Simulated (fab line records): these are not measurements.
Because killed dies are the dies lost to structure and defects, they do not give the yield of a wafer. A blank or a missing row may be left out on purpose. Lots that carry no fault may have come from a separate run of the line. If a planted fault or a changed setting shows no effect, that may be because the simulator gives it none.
fab line records	flow n5_finfet
record: lots: 4	wafers: 12	last_day: 18
route steps=1938 shown BEOL_M3@962 BEOL_M4@1111 PASSIVATION@1936
lots untouched by any fault: they come from a run of this same line in which no faults occurred
start_h: start of the lot's first displayed wafer, in hours after the record's first day	wait_h: hours since the lot's step before	" same as the row above	L1.1+2: a row that stands for several wafers	- no value, or no start given	* or withheld: withheld	< > ~ a bound
route shown NAME@n: a module of which the file shows steps, and the number in the route of the first	usual: the fault-free wafers' mean and standard deviation	same: alike in all rows	chamber/n: place in a boat	sites: the reading at each site	_std_site: the standard deviation of these	_edge_site: the outer-site mean with the inner-site mean subtracted	radius_mm: how far each site lies from the wafer's centre	mask NAME#n: copy n	behind: tool/chamber where the wafer was last shaped	hold: why the lot was held/for how many hours/how that ended	device: the n, p or np transistor that did not switch	end of line: the same wafers' tests at the end of the route	for a step that has no rows: nothing shown but its recipe	killed: the dies lost at the first sort to structure and to defects; this is not the yield of the wafer	map: a wafer's dies, marking killed ones x, the rest . and places with no die _
set.NAME: setting as actually run; set.NAME@STEP: the setting as run at that earlier step	model.NAME: the simulator's own value behind a step, which no gauge read
lots seen at some steps along the route; tables by step, rows by wafer
services: when a tool's chamber went out of use (start_h, in hours from the record's first day, below 0 if earlier), for how many hours, and the reason
== steps ==
step: N5_BEOL_M3_SOFTBAKE_23
recipe: temp_c: 110	time_s: 60	resist: CAR-EUV
step: N5_BEOL_M3_EXPOSE_25
recipe: mask_id: V2	na: 0.33	source_shape: quasar	sigma_inner: 0.2	sigma_outer: 0.8	polarization: unpolarized	defocus_nm: 5	dose_mj: 63
step: N5_BEOL_M3_PEB_26
recipe: peb_temp_c: 100	peb_time_s: 60	resist: CAR-EUV
step: N5_BEOL_M3_DEVELOP_27
recipe: develop_time_s: 30	developer: TMAH	resist: CAR-EUV	rinse_liquid: surfactant_rinse	dry: air_spin	dev_temp_c: 23
step: N5_BEOL_M3_DESCUM_33
recipe: chemistry: O2	time_s: 7	source_power_w: 50	bias_power_w: 20	pressure_mtorr: 20	rf_frequency_hz: 2.712e+07	temp_c: 40	resist: CAR-EUV	o2_flow_sccm: 225
step: N5_BEOL_M3_ETCH_77
recipe: chemistry: N2/H2	target: underlayer	target_depth_a: 65	mask_material: CAR-EUV	time_s: 5.2	ion_energy_ev: 200	pressure_mtorr: 30	source_w: 840	bias_w: 150	n2_flow_sccm: 200	h2_flow_sccm: 200	ends: cleared
step: N5_BEOL_M3_ETCH_69
recipe: chemistry: CF4	target: SiARC	target_depth_a: 156	mask_material: CAR-EUV	time_s: 26	ion_energy_ev: 80	pressure_mtorr: 40	source_w: 545	bias_w: 36	Ar_flow_sccm: 100	cf4_flow_sccm: 100	ends: cleared
step: N5_BEOL_M3_ALD_98
recipe: material: SiO2	target_thk_a: 25	temp_c: 100	ald_precursor_family: BDEAS	ald_co_reactant: O2-plasma	pulse_time_s: 1	co_reactant_pulse_time_s: 1	purge_time_s: 2	co_reactant_purge_time_s: 2	ald_cycles: 17	pressure_torr: 2
step: N5_BEOL_M3_ETCHBACK_99
recipe: chemistry: CHF3	target: SiO2	target_depth_a: 50	time_s: 10.4	source_w: 215	bias_w: 47	Ar_flow_sccm: 200	CHF3_flow_sccm: 12	ion_energy_ev: 100	pressure_mtorr: 30
step: N5_BEOL_M3_ETCH_70
recipe: chemistry: N2/H2	target: SOC	target_depth_a: 800	overetch_a: 160	mask_material: SiARC	temp_c: 40	time_s: 120	ion_energy_ev: 200	pressure_mtorr: 30	source_w: 840	bias_w: 150	n2_flow_sccm: 200	h2_flow_sccm: 200
usual: bias_w: 150.0/0.48	chamber_pressure_mTorr: 29.996/0.024	drypump_motor_current_A: 5.7/0.48	h2_flow_sccm: 200.0/0.59	oes_product_au: 0.59/0.06	rf_vpp_V: 523.2/2	showerhead_plenum_p_Torr: 2.52/0.073	throttle_valve_pct: 17.9/0.33
lot.wafer	tool	chamber	start_h	wait_h	bias_w	chamber_pressure_mTorr	drypump_motor_current_A	h2_flow_sccm	oes_product_au	rf_hours_counter_h	rf_vpp_V	showerhead_plenum_p_Torr	throttle_valve_pct	model.SiARC_of_BEOL_M3_COAT_68.thk_nm	model.underlayer_of_BEOL_M3_COAT_76.thk_nm
L546.1	rie_diel-02	0	179.02	0.0	-	-	-	-	-	-	-	-	-	12	5
L546.3	"	3	"	"	-	-	-	-	-	-	-	-	-	12	5
L546.6	"	3	"	"	-	-	-	-	-	-	-	-	-	12	5
L547.1	rie_diel-04	0	182.28	0.0	-	-	-	-	-	-	-	-	-	12	5
L547.2	"	1	"	"	-	-	-	-	-	-	-	-	-	12	5
L547.5	"	1	"	"	-	-	-	-	-	-	-	-	-	12	5
L560.1	rie_diel-02	3	265.56	0.0	150.1	29.990	5.0	200.4	0.57	153	520.2	2.42	18.2	6.2	0
L560.3	"	1	"	"	149.5	30.008	5.9	200.6	0.62	93	520.0	2.45	17.5	6.6	0
L560.4	"	2	"	"	149.9	29.966	5.7	200.6	0.51	250	522.5	2.52	17.7	6.6	0
L564.4	rie_diel-04	0	302.32	0.0	149.9	29.990	5.6	199.9	0.67	31	522.4	2.49	18.0	6.4	0
L564.5	"	2	"	"	149.4	29.980	6.1	200.1	0.75	-	525.0	2.63	18.0	6.2	0
L564.6	"	3	"	"	150.2	30.035	5.3	199.4	0.53	-	524.5	2.64	17.9	6.4	0
step: N5_BEOL_M3_STRIP_71
recipe: chemistry: N2/H2	temp_c: 40	n2_flow_sccm: 200	h2_flow_sccm: 200	rf_frequency_hz: 6e+07
step: N5_BEOL_M3_STRIP_78
recipe: chemistry: N2/H2	temp_c: 40	n2_flow_sccm: 200	h2_flow_sccm: 200	rf_frequency_hz: 6e+07
step: N5_BEOL_M3_VIA_ETCH_34
recipe: chemistry: C4F6/O2	target_depth_a: 694	mask_material: SOC	pressure_mtorr: 15	ion_energy_ev: 250	taper_deg: 4	time_s: 65.9	source_w: 350	bias_w: 170	Ar_flow_sccm: 300	C4F6_flow_sccm: 10	O2_flow_sccm: 10
usual: C4F6_flow_sccm: 10.001/0.029	O2_flow_sccm: 10.000/0.03	drypump_motor_current_A: 5.7/0.47	oes_product_au: 0.77/0.08	rf_vpp_V: 667/20	showerhead_plenum_p_Torr: 2.82/0.073	throttle_valve_pct: 30.8/0.53
lot.wafer	tool	chamber	start_h	wait_h	C4F6_flow_sccm	O2_flow_sccm	drypump_motor_current_A	oes_product_au	rf_hours_counter_h	rf_vpp_V	showerhead_plenum_p_Torr	throttle_valve_pct
L546.1	rie_diel-02	0	179.12	0.0	10.037	10.038	6.0	0.28	175	650	2.84	31.1
L546.3	"	3	"	"	10.015	10.030	5.0	0.28	134	679	2.76	31.4
L546.6	"	3	"	"	9.936	10.005	5.1	0.29	-	679	2.76	31.4
L547.1	rie_diel-04	0	182.38	0.0	10.032	9.946	5.6	0.26	249	650	2.79	31.1
L547.2	"	1	"	"	10.016	10.027	6.5	0.30	108	707	2.82	29.8
L547.5	"	1	"	"	10.010	10.009	6.5	0.29	-	708	2.82	29.8
L560.1	rie_diel-02	3	265.66	0.0	10.042	9.951	5.1	0.76	153	679	2.75	31.5
L560.3	"	1	"	"	10.049	10.010	5.9	0.81	93	639	2.75	30.5
L560.4	"	2	"	"	9.935	9.989	5.8	0.65	250	676	2.78	30.1
L564.4	rie_diel-04	0	302.42	0.0	9.984	9.988	5.5	0.88	31	650	2.78	30.9
L564.5	"	2	"	"	9.965	10.011	6.1	0.97	-	665	2.93	30.9
L564.6	"	3	"	"	9.980	9.965	5.3	0.69	-	674	2.94	30.7
step: N5_BEOL_M3_STRIP_83
recipe: chemistry: C4F6/O2	resist: SiARC	rf_frequency_hz: 6e+07
step: N5_BEOL_M4_RC_MEAS_101
usual: DIBL_N: 35.4/2.1	DIBL_P: 34.8/2.6	IOFF_N: 0.15/0.037	IOFF_P: 0.19/0.037	ION_N: 677/16	ION_P: 462/9.3	SS_N: 71.4/0.75	SS_P: 72.9/0.77	VT_N: 250/3.7	VT_P: -251/3.5
lot.wafer	tool	chamber	start_h	wait_h	DIBL_N[mV/V]	DIBL_P[mV/V]	IOFF_N[nA/um]	IOFF_P[nA/um]	ION_N[uA/um]	ION_P[uA/um]	SS_N[mV/dec]	SS_P[mV/dec]	VT_N[mV]	VT_P[mV]
L560.1	prober-01	0	283.59	0.0	34.0	34.2	0.12	0.17	682	463	71.2	73.4	255	-253
L560.3	"	0	"	"	36.5	36.7	0.16	0.20	683	460	70.8	73.9	249	-251
L560.4	"	0	"	"	32.3	32.6	0.11	0.16	661	461	70.5	72.2	256	-252
L564.4	prober-01	0	327.77	0.5	34.0	33.9	0.13	0.20	675	474	70.4	71.8	249	-246
L564.5	"	0	"	"	33.2	32.4	0.12	0.19	665	467	70.2	71.5	251	-248
L564.6	"	0	"	"	35.3	34.1	0.14	0.19	678	465	72.1	72.5	252	-249
step: N5_PASSIVATION_PROBE_49
usual: defect_limited_yield: 90.5/1.7	killed_at_M0_to_M3: 37/12	killed_at_M4_up: 14/5.2	killed_at_contacts: 12/5.9	killed_at_front_end: 45/14	killed_at_other: 3.5/2.8	killed_dies: 112/21	killed_on_rim: 15/4.5	killed_open: 73/15	killed_short: 36/8.9	sort_bin_5_function: 5.6/1.2	sort_bin_6_memory: 3.5/0.68	sort_n_pass: 1068/21	sort_yield_pct: 90.5/1.8
same: gross_dies: 1180	killed_at_back_side: 0	sort_bin_4_leakage[%]: 0	sort_bin_8_speed[%]: 0
lot.wafer	tool	chamber	start_h	wait_h	defect_limited_yield[%]	killed_at_M0_to_M3	killed_at_M4_up	killed_at_contacts	killed_at_front_end	killed_at_other	killed_dies	killed_on_rim	killed_open	killed_short	sort_bin_5_function[%]	sort_bin_6_memory[%]	sort_n_pass	sort_yield_pct[%]
L547.1	prober-02	-	319.63	0.0	0	1088	8	6	76	2	1180	152	88	54	95.3	3.9	0	0
L547.2	prober-02	-	319.68	0.1	0	1093	16	1	68	2	1180	152	79	44	95.8	4.1	0	0
L547.5	prober-02	-	319.83	0.2	0	1101	8	11	59	1	1180	152	82	38	95.8	3.6	0	0
L546.1	prober-01	-	322.12	0.0	0	1097	8	10	58	7	1180	152	53	41	96.9	3.1	0	0
L546.3	prober-01	-	322.22	0.1	0	1124	7	15	32	2	1180	152	51	28	97.0	2.9	0	0
L546.6	prober-01	-	322.37	0.3	0	1113	22	6	36	3	1180	152	64	28	96.9	2.7	0	0
killed by level:class
L547.1 BEOL_M3:area_etch=1038 FIN_SAQP:geometric_particle:open=22 STI_FIN_REVEAL:geometric_particle:open=21 BEOL_M0_SAQP:geometric_particle:open=18 BEOL_M0_SAQP:geometric_particle:short=18 FIN_SAQP:geometric_particle:short=11 GATE_CUT:geometric_particle:short=11 BEOL_M3:geometric_particle:open=5
L547.2 BEOL_M3:area_etch=1056 STI_FIN_REVEAL:geometric_particle:open=26 BEOL_M0_SAQP:geometric_particle:open=17 FIN_SAQP:geometric_particle:short=12 BEOL_M0_SAQP:geometric_particle:short=12 FIN_SAQP:geometric_particle:open=10 BEOL_M4:geometric_particle:open=9 STI_FIN_REVEAL:geometric_particle:short=7
L547.5 BEOL_M3:area_etch=1058 STI_FIN_REVEAL:geometric_particle:open=22 BEOL_M0_SAQP:geometric_particle:short=17 BEOL_M0_SAQP:geometric_particle:open=13 FIN_SAQP:geometric_particle:open=12 FIN_SAQP:geometric_particle:short=11 MOL_CONTACT_COAG:geometric_particle:open=11 BEOL_M2:geometric_particle:open=8
L546.1 BEOL_M3:area_etch=1076 FIN_SAQP:geometric_particle:short=13 FIN_SAQP:geometric_particle:open=12 MOL_CONTACT_COAG:geometric_particle:open=8 FIN_CUT:area_etch=8 BEOL_M0_SAQP:geometric_particle:short=5 BEOL_M0_SAQP:geometric_particle:open=5 BEOL_M3:geometric_particle:short=5
L546.3 BEOL_M3:area_etch=1101 MOL_CONTACT_COAG:geometric_particle:open=11 STI_FIN_REVEAL:geometric_particle:open=7 FIN_SAQP:geometric_particle:open=5 FIN_SAQP:geometric_particle:short=5 BEOL_M0_SAQP:geometric_particle:short=5 BEOL_M0_SAQP:geometric_particle:open=5 BEOL_M2:geometric_particle:open=5
L546.6 BEOL_M3:area_etch=1086 BEOL_M4:geometric_particle:open=11 BEOL_M2:geometric_particle:open=9 FIN_SAQP:geometric_particle:short=7 FIN_SAQP:geometric_particle:open=7 BEOL_M0_SAQP:geometric_particle:open=6 BEOL_M1:geometric_particle:open=6 STI_FIN_REVEAL:geometric_particle:open=5
map L546.1 (x killed, . not)
_________________xxxxxxxxxxxx________________
______________xxxxxxxxxxxxxxxxxx_____________
___________xxxxxxxxxxxxxxxxxxxxxxxx__________
__________xxxxxxxxxxxxxxxxxxxxxxxxxx_________
________xxxxxxxxxxxxxxxxxxxxxxxxxxxxxx_______
_______xxxxxxxxxxxxxxxxxxxxxxxxxxxxxxxx______
______xxxxxxxxxxxxxxxxxxxxxxxxxxxxxxxxxx_____
_____xxxxxxxxxxxxxxxxxxxxxxxxxxxxxxxxxxxx____
____xxxxxxxxxxxxxxxxxxxxxxxxxxxxxxxxxxxxxx___
___xxxxxxxxxxxxxxxxxxxxxxxxxxxxxxxxxxxxxxxx__
___xxxxxxxxxxxxxxxxxxxxxxxxxxxxxxxxxxxxxxxx__
__xxxxxxxxxxxxxxxxxxxxxxxxxxxxxxxxxxxxxxxxxx_
__xxxxxxxxxxxxxxxxxxxxxxxxxxxxxxxxxxxxxxxxxx_
_xxxxxxxxxxxxxxxxxxxxxxxxxxxxxxxxxxxxxxxxxxxx
_xxxxxxxxxxxxxxxxxxxxxxxxxxxxxxxxxxxxxxxxxxxx
_xxxxxxxxxxxxxxxxxxxxxxxxxxxxxxxxxxxxxxxxxxxx
_xxxxxxxxxxxxxxxxxxxxxxxxxxxxxxxxxxxxxxxxxxxx
_xxxxxxxxxxxxxxxxxxxxxxxxxxxxxxxxxxxxxxxxxxxx
_xxxxxxxxxxxxxxxxxxxxxxxxxxxxxxxxxxxxxxxxxxxx
_xxxxxxxxxxxxxxxxxxxxxxxxxxxxxxxxxxxxxxxxxxxx
_xxxxxxxxxxxxxxxxxxxxxxxxxxxxxxxxxxxxxxxxxxxx
__xxxxxxxxxxxxxxxxxxxxxxxxxxxxxxxxxxxxxxxxxx_
__xxxxxxxxxxxxxxxxxxxxxxxxxxxxxxxxxxxxxxxxxx_
___xxxxxxxxxxxxxxxxxxxxxxxxxxxxxxxxxxxxxxxx__
___xxxxxxxxxxxxxxxxxxxxxxxxxxxxxxxxxxxxxxxx__
____xxxxxxxxxxxxxxxxxxxxxxxxxxxxxxxxxxxxxx___
_____xxxxxxxxxxxxxxxxxxxxxxxxxxxxxxxxxxxx____
______xxxxxxxxxxxxxxxxxxxxxxxxxxxxxxxxxx_____
_______xxxxxxxxxxxxxxxxxxxxxxxxxxxxxxxx______
________xxxxxxxxxxxxxxxxxxxxxxxxxxxxxx_______
__________xxxxxxxxxxxxxxxxxxxxxxxxxx_________
___________xxxxxxxxxxxxxxxxxxxxxxxx__________
______________xxxxxxxxxxxxxxxxxx_____________
_________________xxxxxxxxxxxx________________
map L547.1 (x killed, . not)
_________________xxxxxxxxxxxx________________
______________xxxxxxxxxxxxxxxxxx_____________
___________xxxxxxxxxxxxxxxxxxxxxxxx__________
__________xxxxxxxxxxxxxxxxxxxxxxxxxx_________
________xxxxxxxxxxxxxxxxxxxxxxxxxxxxxx_______
_______xxxxxxxxxxxxxxxxxxxxxxxxxxxxxxxx______
______xxxxxxxxxxxxxxxxxxxxxxxxxxxxxxxxxx_____
_____xxxxxxxxxxxxxxxxxxxxxxxxxxxxxxxxxxxx____
____xxxxxxxxxxxxxxxxxxxxxxxxxxxxxxxxxxxxxx___
___xxxxxxxxxxxxxxxxxxxxxxxxxxxxxxxxxxxxxxxx__
___xxxxxxxxxxxxxxxxxxxxxxxxxxxxxxxxxxxxxxxx__
__xxxxxxxxxxxxxxxxxxxxxxxxxxxxxxxxxxxxxxxxxx_
__xxxxxxxxxxxxxxxxxxxxxxxxxxxxxxxxxxxxxxxxxx_
_xxxxxxxxxxxxxxxxxxxxxxxxxxxxxxxxxxxxxxxxxxxx
_xxxxxxxxxxxxxxxxxxxxxxxxxxxxxxxxxxxxxxxxxxxx
_xxxxxxxxxxxxxxxxxxxxxxxxxxxxxxxxxxxxxxxxxxxx
_xxxxxxxxxxxxxxxxxxxxxxxxxxxxxxxxxxxxxxxxxxxx
_xxxxxxxxxxxxxxxxxxxxxxxxxxxxxxxxxxxxxxxxxxxx
_xxxxxxxxxxxxxxxxxxxxxxxxxxxxxxxxxxxxxxxxxxxx
_xxxxxxxxxxxxxxxxxxxxxxxxxxxxxxxxxxxxxxxxxxxx
_xxxxxxxxxxxxxxxxxxxxxxxxxxxxxxxxxxxxxxxxxxxx
__xxxxxxxxxxxxxxxxxxxxxxxxxxxxxxxxxxxxxxxxxx_
__xxxxxxxxxxxxxxxxxxxxxxxxxxxxxxxxxxxxxxxxxx_
___xxxxxxxxxxxxxxxxxxxxxxxxxxxxxxxxxxxxxxxx__
___xxxxxxxxxxxxxxxxxxxxxxxxxxxxxxxxxxxxxxxx__
____xxxxxxxxxxxxxxxxxxxxxxxxxxxxxxxxxxxxxx___
_____xxxxxxxxxxxxxxxxxxxxxxxxxxxxxxxxxxxx____
______xxxxxxxxxxxxxxxxxxxxxxxxxxxxxxxxxx_____
_______xxxxxxxxxxxxxxxxxxxxxxxxxxxxxxxx______
________xxxxxxxxxxxxxxxxxxxxxxxxxxxxxx_______
__________xxxxxxxxxxxxxxxxxxxxxxxxxx_________
___________xxxxxxxxxxxxxxxxxxxxxxxx__________
______________xxxxxxxxxxxxxxxxxx_____________
_________________xxxxxxxxxxxx________________
== services ==
tool	chamber	start_h	hours	kind
rie_diel-02	1	177.11	5.9	repair
rie_diel-04	0	186.86	-	clean
rie_diel-04	0	186.86	-	consumable_replace:focus_ring
rie_diel-04	0	186.86	14.6	scheduled_down
rie_diel-04	0	186.86	14.6	vent_cycle
rie_diel-02	3	191.84	6.5	repair
rie_diel-04	2	198.53	2.8	repair
rie_diel-02	3	243.66	9.1	repair
rie_diel-02	2	249.10	3.6	repair
rie_diel-02	2	265.88	-	clean
rie_diel-02	2	265.88	-	consumable_replace:focus_ring
rie_diel-02	2	265.88	14.2	scheduled_down
rie_diel-02	2	265.88	14.2	vent_cycle
rie_diel-04	0	266.58	4.5	repair
rie_diel-04	2	276.19	-	clean
rie_diel-04	2	276.19	-	consumable_replace:focus_ring
rie_diel-04	2	276.19	25.5	scheduled_down
rie_diel-04	2	276.19	25.5	vent_cycle
== key ==
first_sign: step: N5_BEOL_M3_ETCH_70	reading: tool_record	direction: missing
effect: step: N5_BEOL_M3_VIA_ETCH_34	reading: oes_product_au	direction: down	sigmas: 6.1	usual: 0.77	struck: 0.28
effect: step: N5_PASSIVATION_PROBE_49	reading: killed_at_M0_to_M3	direction: up	sigmas: 87	usual: 37	struck: 1103
model_effect: step: N5_BEOL_M3_ETCH_70	value: SiARC_of_BEOL_M3_COAT_68.thk_nm	without: 6.3	struck: 12
more_kills_born_at: N5_BEOL_M3_ETCH_70@rie_diel-02: 3263	N5_BEOL_M3_ETCH_70@rie_diel-04: 3152
met_at N5_BEOL_M3_ETCH_70
struck_wafers L546.1,L546.3,L546.6,L547.1,L547.2,L547.5
later_rows_left_out L546.1,L546.3,L546.6,L547.1,L547.2,L547.5
fault: kind: skipped_step_whole	tool: rie_diel-02,rie_diel-04	chamber: -	onset_h: 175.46	steps: N5_BEOL_M3_ETCH_70	scope: struck_lots_only
later_rows_left_out: the simulator's readings of these wafers behind a module that went badly wrong aren't trusted and aren't shown, but for the sort
